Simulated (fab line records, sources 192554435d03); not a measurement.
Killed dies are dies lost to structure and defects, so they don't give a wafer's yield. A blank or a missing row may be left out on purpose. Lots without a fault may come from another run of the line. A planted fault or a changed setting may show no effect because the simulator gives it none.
Which tool did it? | flow n5_finfet | 21 lots, 63 wafers sampled, at 6 steps of a route of 1938

WHAT THE GAUGES READ, wafer by wafer
The record holds no reading of a measuring or inspecting step that can be judged against a usual standard deviation.

WHICH TOOL RAN EACH LOT (tool, then ch and the chambers of the sampled wafers, then the start)
lot  | N5_ZERO_LAYER_ETCH_17             | N5_PMOS_HMC_CHANNEL_EPI_HM_DEP_34 | N5_FIN_SAQP_DESCUM_21             | N5_FIN_SAQP_ETCH_52               | N5_FIN_SAQP_HM_OPEN_73            | N5_FIN_SAQP_ETCH_67
L074 | rie_diel-04 ch 1,3, day 1 12:50   | pecvd-02 ch 0,1, day 1 17:25      | rie_diel-06 ch 0,1,3, day 1 22:38 | rie_diel-06 ch 0,1,3, day 1 22:43 | rie_diel-06 ch 0,1,3, day 1 22:49 | rie_diel-01 ch 1,2,3, day 2 01:47
L075 | rie_diel-04 ch 0,2,3, day 1 18:52 | pecvd-02 ch 0,1, day 1 23:14      | rie_diel-01 ch 0,1,3, day 2 03:53 | rie_diel-01 ch 0,1,3, day 2 03:59 | rie_diel-01 ch 0,1,3, day 2 04:05 | rie_diel-03 ch 0,1, day 2 07:17
L077 | rie_diel-04 ch 0,2,3, day 2 06:43 | pecvd-03 ch 1,2, day 2 10:35      | rie_diel-01 ch 0,1,2, day 2 17:17 | rie_diel-01 ch 0,1,2, day 2 17:22 | rie_diel-01 ch 0,1,2, day 2 17:29 | rie_diel-06 ch 1,3, day 2 20:04
L078 | rie_diel-02 ch 0,1,2, day 2 12:50 | pecvd-03 ch 0,1,2, day 2 17:12    | rie_diel-03 ch 1,3, day 2 22:46   | rie_diel-03 ch 1,3, day 2 22:51   | rie_diel-03 ch 1,3, day 2 22:58   | rie_diel-03 ch 0,1, day 3 01:34
L079 | rie_diel-05 ch 0,2,3, day 2 18:43 | pecvd-01 ch 0,2, day 2 22:53      | rie_diel-06 ch 0,2, day 3 04:24   | rie_diel-06 ch 0,2, day 3 04:30   | rie_diel-06 ch 0,2, day 3 04:36   | rie_diel-01 ch 1,2,3, day 3 07:14
L080 | rie_diel-05 ch 1,2,3, day 3 00:44 | pecvd-01 ch 0,1,2, day 3 04:35    | rie_diel-01 ch 0,1,3, day 3 10:14 | rie_diel-01 ch 0,1,3, day 3 10:20 | rie_diel-01 ch 0,1,3, day 3 10:26 | rie_diel-01 ch 1,2, day 3 13:02
L081 | rie_diel-04 ch 0,1,3, day 3 06:50 | pecvd-03 ch 0,1,2, day 3 11:12    | rie_diel-01 ch 0,1, day 3 16:21   | rie_diel-01 ch 0,1, day 3 16:26   | rie_diel-01 ch 0,1, day 3 16:33   | rie_diel-01 ch 0,3, day 3 19:11
L082 | rie_diel-04 ch 1,2,3, day 3 12:43 | pecvd-03 ch 0,2, day 3 16:40      | rie_diel-01 ch 1,3, day 3 22:11   | rie_diel-01 ch 1,3, day 3 22:16   | rie_diel-01 ch 1,3, day 3 22:23   | rie_diel-06 ch 0,1,2, day 4 00:58
L084 | rie_diel-04 ch 0,1,2, day 4 00:50 | pecvd-01 ch 0,1, day 4 05:19      | rie_diel-03 ch 0,1, day 4 10:36   | rie_diel-03 ch 0,1, day 4 10:41   | rie_diel-03 ch 0,1, day 4 10:47   | rie_diel-01 ch 1,3, day 4 13:46
L085 | rie_diel-05 ch 0,2,3, day 4 06:50 | pecvd-02 ch 1,2, day 4 10:57      | rie_diel-03 ch 1,2,3, day 4 16:08 | rie_diel-03 ch 1,2,3, day 4 16:14 | rie_diel-03 ch 1,2,3, day 4 16:20 | rie_diel-06 ch 0,1,2, day 4 21:51
L087 | rie_diel-04 ch 0,1,2, day 4 18:52 | pecvd-03 ch 0,2, day 4 22:59      | rie_diel-03 ch 0,1,2, day 5 05:04 | rie_diel-03 ch 0,1,2, day 5 05:09 | rie_diel-03 ch 0,1,2, day 5 05:16 | rie_diel-06 ch 1,2, day 5 08:01
L088 | rie_diel-05 ch 0,1,3, day 5 00:50 | pecvd-01 ch 0,1,2, day 5 05:16    | rie_diel-01 ch 0,1,2, day 5 10:38 | rie_diel-01 ch 0,1,2, day 5 10:43 | rie_diel-01 ch 0,1,2, day 5 10:49 | rie_diel-03 ch 0,2,3, day 5 13:25
L089 | rie_diel-04 ch 0,2, day 5 06:49   | pecvd-02 ch 1,2, day 5 11:13      | rie_diel-03 ch 2,3, day 5 17:58   | rie_diel-03 ch 2,3, day 5 18:03   | rie_diel-03 ch 2,3, day 5 18:10   | rie_diel-06 ch 0,2, day 5 20:49
L090 | rie_diel-05 ch 2,3, day 5 12:43   | pecvd-02 ch 0,2, day 5 17:14      | rie_diel-06 ch 0,3, day 5 23:04   | rie_diel-06 ch 0,3, day 5 23:09   | rie_diel-06 ch 0,3, day 5 23:16   | rie_diel-01 ch 0,2,3, day 6 01:52
L091 | rie_diel-02 ch 0,1,3, day 5 18:50 | pecvd-03 ch 0,1,2, day 5 22:59    | rie_diel-03 ch 0,1,3, day 6 05:02 | rie_diel-03 ch 0,1,3, day 6 05:07 | rie_diel-03 ch 0,1,3, day 6 05:14 | rie_diel-06 ch 0,1, day 6 08:00
L092 | rie_diel-05 ch 0,3, day 6 00:51   | pecvd-03 ch 0,1, day 6 05:31      | rie_diel-01 ch 0,1, day 6 11:07   | rie_diel-01 ch 0,1, day 6 11:13   | rie_diel-01 ch 0,1, day 6 11:19   | rie_diel-06 ch 1,3, day 6 14:34
L093 | rie_diel-04 ch 0,2, day 6 06:52   | pecvd-01 ch 0,1, day 6 11:58      | rie_diel-03 ch 1,3, day 6 16:44   | rie_diel-03 ch 1,3, day 6 16:50   | rie_diel-03 ch 1,3, day 6 16:56   | rie_diel-06 ch 0,3, day 6 19:31
L094 | rie_diel-04 ch 0,2, day 6 12:55   | pecvd-01 ch 0,1, day 6 17:26      | rie_diel-06 ch 0,1,2, day 6 23:23 | rie_diel-06 ch 0,1,2, day 6 23:28 | rie_diel-06 ch 0,1,2, day 6 23:35 | rie_diel-01 ch 0,3, day 7 02:33
L095 | rie_diel-05 ch 0,1,2, day 6 18:43 | pecvd-03 ch 0,1,2, day 6 23:04    | rie_diel-01 ch 0,2,3, day 7 04:17 | rie_diel-01 ch 0,2,3, day 7 04:22 | rie_diel-01 ch 0,2,3, day 7 04:29 | rie_diel-01 ch 0,1,3, day 7 08:14
L096 | rie_diel-02 ch 0,2,3, day 7 02:43 | pecvd-03 ch 1,2, day 7 06:35      | rie_diel-01 ch 1,2, day 7 12:40   | rie_diel-01 ch 1,2, day 7 12:45   | rie_diel-01 ch 1,2, day 7 12:52   | rie_diel-01 ch 0,2, day 7 15:51
L097 | rie_diel-04 ch 0,2,3, day 7 06:43 | pecvd-01 ch 0,1, day 7 10:59      | rie_diel-01 ch 0,3, day 7 16:22   | rie_diel-01 ch 0,3, day 7 16:27   | rie_diel-01 ch 0,3, day 7 16:34   | rie_diel-01 ch 0,2,3, day 7 19:24
- N5_ZERO_LAYER_ETCH_17: etches SiO2 in CF4, target depth 12 nm, time 13.3 s.
- N5_PMOS_HMC_CHANNEL_EPI_HM_DEP_34: deposits SiO2 from TEOS/O2, target thk 36 nm, time 6.9 s.
- N5_FIN_SAQP_DESCUM_21: chemistry O2, time 7.9 s.
- N5_FIN_SAQP_ETCH_52: etches SOC in N2/H2, target depth 100 nm, overetch 20 nm, time 150 s.
- N5_FIN_SAQP_HM_OPEN_73: chemistry CHF3/O2, target SiO2, stops on a-Si, target depth 12 nm, time 16.8 s.
- N5_FIN_SAQP_ETCH_67: etches SiNx in CH3F/O2, target depth 30 nm.

WHAT THE TOOLS THEMSELVES READ (means of the sampled wafers that have a number; where no wafer has one, the mark that the record gives instead)
N5_ZERO_LAYER_ETCH_17. Usual: drypump_motor_current_A 5.7 A, standard deviation 0.31; oes_product_au 0.74 a.u., standard deviation 0.065; rf_vpp_V 948 V, standard deviation 4; showerhead_plenum_p_Torr 2.13 Torr, standard deviation 0.066; throttle_valve_pct 15.72 %, standard deviation 0.21.
lot  | tool        | drypump_motor_current_A (A) | oes_product_au (a.u.) | rf_vpp_V (V) | showerhead_plenum_p_Torr (Torr) | throttle_valve_pct (%) | flag
L074 | rie_diel-04 | 5.8                         | 0.76                  | 951          | 2.18                            | 15.66                  |
L075 | rie_diel-04 | 5.7                         | 0.73                  | 946          | 2.11                            | 15.81                  |
L077 | rie_diel-04 | 5.7                         | 0.73                  | 946          | 2.10                            | 15.83                  |
L078 | rie_diel-02 | 5.6                         | 0.72                  | 950          | 2.16                            | 15.66                  |
L079 | rie_diel-05 | 5.8                         | 0.74                  | 947          | 2.10                            | 15.66                  |
L080 | rie_diel-05 | 5.8                         | 0.80                  | 948          | 2.12                            | 15.60                  |
L081 | rie_diel-04 | 5.7                         | 0.74                  | 948          | 2.14                            | 15.80                  |
L082 | rie_diel-04 | 5.7                         | 0.73                  | 949          | 2.14                            | 15.73                  |
L084 | rie_diel-04 | 5.8                         | 0.72                  | 949          | 2.17                            | 15.71                  |
L085 | rie_diel-05 | 5.8                         | 0.73                  | 946          | 2.10                            | 15.68                  |
L087 | rie_diel-04 | 5.8                         | 0.72                  | 950          | 2.16                            | 15.73                  |
L088 | rie_diel-05 | 5.6                         | 0.77                  | 947          | 2.12                            | 15.68                  |
L089 | rie_diel-04 | 5.8                         | 0.71                  | 948          | 2.12                            | 15.77                  |
L090 | rie_diel-05 | 6.0                         | 0.74                  | 947          | 2.10                            | 15.64                  |
L091 | rie_diel-02 | 5.5                         | 0.69                  | 947          | 2.12                            | 15.81                  |
L092 | rie_diel-05 | 5.6                         | 0.71                  | 947          | 2.10                            | 15.76                  |
L093 | rie_diel-04 | 5.8                         | 0.70                  | 947          | 2.12                            | 15.78                  |
L094 | rie_diel-04 | 5.8                         | 0.70                  | 947          | 2.12                            | 15.79                  |
L095 | rie_diel-05 | 5.4                         | 0.79                  | 950          | 2.16                            | 15.50                  |
L096 | rie_diel-02 | 5.5                         | 0.69                  | 947          | 2.12                            | 15.85                  |
L097 | rie_diel-04 | 5.6                         | 0.70                  | 946          | 2.09                            | 15.88                  |

N5_PMOS_HMC_CHANNEL_EPI_HM_DEP_34. Usual: heater_power_w 505 W, standard deviation 71; showerhead_plenum_p_Torr 8.33 Torr, standard deviation 0.036; throttle_valve_pct 18.6 %, standard deviation 0.76.
lot  | tool     | heater_power_w (W) | showerhead_plenum_p_Torr (Torr) | throttle_valve_pct (%) | flag
L074 | pecvd-02 | 528                | 8.35                            | 18.6                   |
L075 | pecvd-02 | 589                | 8.34                            | 18.8                   |
L077 | pecvd-03 | 458                | 8.37                            | 18.0                   |
L078 | pecvd-03 | 488                | 8.34                            | 18.4                   |
L079 | pecvd-01 | 481                | 8.29                            | 18.7                   |
L080 | pecvd-01 | 480                | 8.31                            | 19.0                   |
L081 | pecvd-03 | 529                | 8.35                            | 18.5                   |
L082 | pecvd-03 | 440                | 8.33                            | 18.1                   |
L084 | pecvd-01 | 479                | 8.31                            | 19.3                   |
L085 | pecvd-02 | 572                | 8.34                            | 18.7                   |
L087 | pecvd-03 | 519                | 8.33                            | 17.9                   |
L088 | pecvd-01 | 531                | 8.30                            | 19.2                   |
L089 | pecvd-02 | 625                | 8.33                            | 18.6                   |
L090 | pecvd-02 | 485                | 8.36                            | 18.0                   |
L091 | pecvd-03 | 465                | 8.33                            | 18.4                   |
L092 | pecvd-03 | 499                | 8.32                            | 18.5                   |
L093 | pecvd-01 | 500                | 8.30                            | 19.1                   |
L094 | pecvd-01 | 438                | 8.30                            | 19.1                   |
L095 | pecvd-03 | 509                | 8.34                            | 18.4                   |
L096 | pecvd-03 | 511                | 8.37                            | 18.7                   |
L097 | pecvd-01 | 528                | 8.30                            | 18.9                   |

N5_FIN_SAQP_DESCUM_21. Usual: drypump_motor_current_A 5.7 A, standard deviation 0.46; oes_product_au 0.77 a.u., standard deviation 0.096; rf_vpp_V 242.8 V, standard deviation 1.1; showerhead_plenum_p_Torr 2.07 Torr, standard deviation 0.051; throttle_valve_pct 20.5 %, standard deviation 0.3.
lot  | tool        | drypump_motor_current_A (A) | oes_product_au (a.u.) | rf_vpp_V (V) | showerhead_plenum_p_Torr (Torr) | throttle_valve_pct (%) | flag
L074 | rie_diel-06 | 5.8                         | 0.76                  | 242.9        | 2.07                            | 20.4                   |
L075 | rie_diel-01 | 5.8                         | 0.78                  | 242.9        | 2.07                            | 20.4                   |
L077 | rie_diel-01 | 5.6                         | 0.70                  | 243.4        | 2.08                            | 20.8                   |
L078 | rie_diel-03 | 5.8                         | 0.80                  | 243.4        | 2.15                            | 20.5                   |
L079 | rie_diel-06 | 5.4                         | 0.90                  | 242.8        | 2.05                            | 20.1                   |
L080 | rie_diel-01 | 5.8                         | 0.77                  | 242.4        | 2.07                            | 20.5                   |
L081 | rie_diel-01 | 5.4                         | 0.70                  | 242.8        | 2.07                            | 20.7                   |
L082 | rie_diel-01 | 6.2                         | 0.83                  | 243.0        | 2.06                            | 20.2                   |
L084 | rie_diel-03 | 5.7                         | 0.70                  | 243.6        | 2.11                            | 20.4                   |
L085 | rie_diel-03 | 5.8                         | 0.73                  | 243.0        | 2.10                            | 20.6                   |
L087 | rie_diel-03 | 5.6                         | 0.70                  | 242.1        | 2.05                            | 20.5                   |
L088 | rie_diel-01 | 5.6                         | 0.79                  | 243.0        | 2.07                            | 20.7                   |
L089 | rie_diel-03 | 5.8                         | 0.74                  | 242.2        | 2.04                            | 20.7                   |
L090 | rie_diel-06 | 5.8                         | 0.77                  | 242.5        | 2.04                            | 20.3                   |
L091 | rie_diel-03 | 5.6                         | 0.84                  | 243.0        | 2.10                            | 20.3                   |
L092 | rie_diel-01 | 5.3                         | 0.69                  | 243.3        | 2.07                            | 20.7                   |
L093 | rie_diel-03 | 5.8                         | 0.86                  | 243.6        | 2.14                            | 20.4                   |
L094 | rie_diel-06 | 5.5                         | 0.81                  | 242.4        | 2.06                            | 20.4                   |
L095 | rie_diel-01 | 5.6                         | 0.80                  | 243.6        | 2.06                            | 20.5                   |
L096 | rie_diel-01 | 6.1                         | 0.75                  | 242.9        | 2.07                            | 20.7                   |
L097 | rie_diel-01 | 5.3                         | 0.73                  | 242.7        | 2.05                            | 20.5                   |

N5_FIN_SAQP_ETCH_52. Usual: drypump_motor_current_A 5.7 A, standard deviation 0.46; oes_product_au 0.69 a.u., standard deviation 0.078; rf_vpp_V 523.1 V, standard deviation 1.7; showerhead_plenum_p_Torr 2.50 Torr, standard deviation 0.054; throttle_valve_pct 17.83 %, standard deviation 0.28.
lot  | tool        | drypump_motor_current_A (A) | oes_product_au (a.u.) | rf_vpp_V (V) | showerhead_plenum_p_Torr (Torr) | throttle_valve_pct (%) | flag
L074 | rie_diel-06 | 5.8                         | 0.68                  | 523.3        | 2.50                            | 17.75                  |
L075 | rie_diel-01 | 5.8                         | 0.70                  | 523.4        | 2.50                            | 17.74                  |
L077 | rie_diel-01 | 5.6                         | 0.63                  | 523.5        | 2.50                            | 17.97                  |
L078 | rie_diel-03 | 5.8                         | 0.71                  | 525.9        | 2.60                            | 17.86                  |
L079 | rie_diel-06 | 5.5                         | 0.79                  | 522.4        | 2.51                            | 17.56                  |
L080 | rie_diel-01 | 5.7                         | 0.69                  | 522.8        | 2.50                            | 17.74                  |
L081 | rie_diel-01 | 5.4                         | 0.64                  | 523.7        | 2.52                            | 18.02                  |
L082 | rie_diel-01 | 6.2                         | 0.74                  | 522.7        | 2.48                            | 17.50                  |
L084 | rie_diel-03 | 5.7                         | 0.63                  | 524.0        | 2.56                            | 17.75                  |
L085 | rie_diel-03 | 5.8                         | 0.66                  | 523.5        | 2.54                            | 17.90                  |
L087 | rie_diel-03 | 5.6                         | 0.64                  | 522.6        | 2.49                            | 17.89                  |
L088 | rie_diel-01 | 5.6                         | 0.71                  | 523.9        | 2.49                            | 17.88                  |
L089 | rie_diel-03 | 5.8                         | 0.66                  | 520.6        | 2.47                            | 18.04                  |
L090 | rie_diel-06 | 5.8                         | 0.68                  | 522.6        | 2.47                            | 17.65                  |
L091 | rie_diel-03 | 5.6                         | 0.75                  | 524.3        | 2.54                            | 17.75                  |
L092 | rie_diel-01 | 5.4                         | 0.62                  | 523.0        | 2.50                            | 18.05                  |
L093 | rie_diel-03 | 5.8                         | 0.76                  | 525.5        | 2.59                            | 17.78                  |
L094 | rie_diel-06 | 5.5                         | 0.72                  | 523.4        | 2.51                            | 17.79                  |
L095 | rie_diel-01 | 5.6                         | 0.73                  | 521.8        | 2.49                            | 17.75                  |
L096 | rie_diel-01 | 6.1                         | 0.68                  | 522.4        | 2.48                            | 17.81                  |
L097 | rie_diel-01 | 5.3                         | 0.66                  | 523.1        | 2.50                            | 17.92                  |

N5_FIN_SAQP_HM_OPEN_73. Usual: drypump_motor_current_A 5.7 A, standard deviation 0.46; oes_product_au 0.46 a.u., standard deviation 0.053; rf_vpp_V 524 V, standard deviation 9.5; showerhead_plenum_p_Torr 2.38 Torr, standard deviation 0.043; throttle_valve_pct 18.88 %, standard deviation 0.28.
lot  | tool        | drypump_motor_current_A (A) | oes_product_au (a.u.) | rf_vpp_V (V) | showerhead_plenum_p_Torr (Torr) | throttle_valve_pct (%) | flag
L074 | rie_diel-06 | 5.8                         | 0.45                  | 525          | 2.38                            | 18.82                  |
L075 | rie_diel-01 | 5.7                         | 0.48                  | 519          | 2.39                            | 18.82                  |
L077 | rie_diel-01 | 5.7                         | 0.42                  | 521          | 2.39                            | 19.09                  |
L078 | rie_diel-03 | 5.8                         | 0.47                  | 512          | 2.45                            | 18.79                  |
L079 | rie_diel-06 | 5.5                         | 0.52                  | 528          | 2.39                            | 18.64                  |
L080 | rie_diel-01 | 5.8                         | 0.46                  | 520          | 2.38                            | 18.84                  |
L081 | rie_diel-01 | 5.3                         | 0.43                  | 522          | 2.40                            | 19.14                  |
L082 | rie_diel-01 | 6.2                         | 0.50                  | 517          | 2.37                            | 18.55                  |
L084 | rie_diel-03 | 5.6                         | 0.42                  | 528          | 2.41                            | 18.68                  |
L085 | rie_diel-03 | 5.8                         | 0.44                  | 520          | 2.40                            | 18.91                  |
L087 | rie_diel-03 | 5.6                         | 0.43                  | 529          | 2.36                            | 18.87                  |
L088 | rie_diel-01 | 5.6                         | 0.47                  | 521          | 2.38                            | 19.01                  |
L089 | rie_diel-03 | 5.8                         | 0.45                  | 520          | 2.35                            | 19.10                  |
L090 | rie_diel-06 | 5.8                         | 0.46                  | 520          | 2.36                            | 18.74                  |
L091 | rie_diel-03 | 5.6                         | 0.50                  | 520          | 2.40                            | 18.66                  |
L092 | rie_diel-01 | 5.3                         | 0.41                  | 523          | 2.39                            | 19.17                  |
L093 | rie_diel-03 | 5.8                         | 0.51                  | 510          | 2.44                            | 18.71                  |
L094 | rie_diel-06 | 5.4                         | 0.48                  | 531          | 2.39                            | 18.81                  |
L095 | rie_diel-01 | 5.6                         | 0.49                  | 524          | 2.37                            | 18.82                  |
L096 | rie_diel-01 | 6.1                         | 0.46                  | 515          | 2.37                            | 18.95                  |
L097 | rie_diel-01 | 5.3                         | 0.45                  | 524          | 2.38                            | 19.00                  |

N5_FIN_SAQP_ETCH_67. Usual: drypump_motor_current_A 5.7 A, standard deviation 0.47; oes_product_au 0.76 a.u., standard deviation 0.096; rf_vpp_V 297 V, standard deviation 5.5; showerhead_plenum_p_Torr 1.98 Torr, standard deviation 0.035; throttle_valve_pct 16.43 %, standard deviation 0.28.
lot  | tool        | drypump_motor_current_A (A) | oes_product_au (a.u.) | rf_vpp_V (V) | showerhead_plenum_p_Torr (Torr) | throttle_valve_pct (%) | flag
L074 | rie_diel-01 | 6.1                         | 0.77                  | 293          | 1.97                            | 16.35                  |
L075 | rie_diel-03 | 5.4                         | 0.74                  | 302          | 1.97                            | 16.25                  |
L077 | rie_diel-06 | 5.9                         | 0.71                  | 298          | 1.99                            | 16.57                  |
L078 | rie_diel-03 | 5.4                         | 0.73                  | 301          | 1.96                            | 16.26                  |
L079 | rie_diel-01 | 6.0                         | 0.75                  | 294          | 1.97                            | 16.37                  |
L080 | rie_diel-01 | 6.1                         | 0.68                  | 292          | 1.98                            | 16.60                  |
L081 | rie_diel-01 | 5.7                         | 0.83                  | 296          | 1.97                            | 16.18                  |
L082 | rie_diel-06 | 5.5                         | 0.84                  | 302          | 1.99                            | 16.30                  |
L084 | rie_diel-01 | 6.2                         | 0.82                  | 293          | 1.96                            | 16.13                  |
L085 | rie_diel-06 | 5.5                         | 0.83                  | 302          | 1.99                            | 16.32                  |
L087 | rie_diel-06 | 5.5                         | 0.79                  | 304          | 2.00                            | 16.47                  |
L088 | rie_diel-03 | 5.6                         | 0.74                  | 296          | 1.95                            | 16.51                  |
L089 | rie_diel-06 | 5.2                         | 0.90                  | 304          | 2.00                            | 16.29                  |
L090 | rie_diel-01 | 5.6                         | 0.83                  | 297          | 1.97                            | 16.34                  |
L091 | rie_diel-06 | 5.7                         | 0.78                  | 297          | 1.95                            | 16.24                  |
L092 | rie_diel-06 | 5.9                         | 0.69                  | 300          | 1.97                            | 16.57                  |
L093 | rie_diel-06 | 5.9                         | 0.72                  | 295          | 1.97                            | 16.50                  |
L094 | rie_diel-01 | 5.7                         | 0.80                  | 296          | 1.96                            | 16.24                  |
L095 | rie_diel-01 | 5.8                         | 0.74                  | 294          | 1.97                            | 16.45                  |
L096 | rie_diel-01 | 5.5                         | 0.83                  | 298          | 1.97                            | 16.48                  |
L097 | rie_diel-01 | 5.6                         | 0.81                  | 296          | 1.97                            | 16.37                  |

THE ANSWER, worked out from the rows above alone
Rule: a lot is off if the mean of its wafers that have a number lies more than 3 standard deviations from the usual mean. A lot without any number at a reading at which 4 lots or more have one is off too. The other lots that the step has rows for count as sound. The gauges are gone through in route order, then the tools' own readings, and for those a lot's mean is taken as printed above. The first step at which some lot is off is used, and at that step the reading that is off furthest; a lot without a number counts as furthest.
No lot is off at any reading shown: from this, nothing can be told.

WHAT THE SIMULATOR HAD PUT IN
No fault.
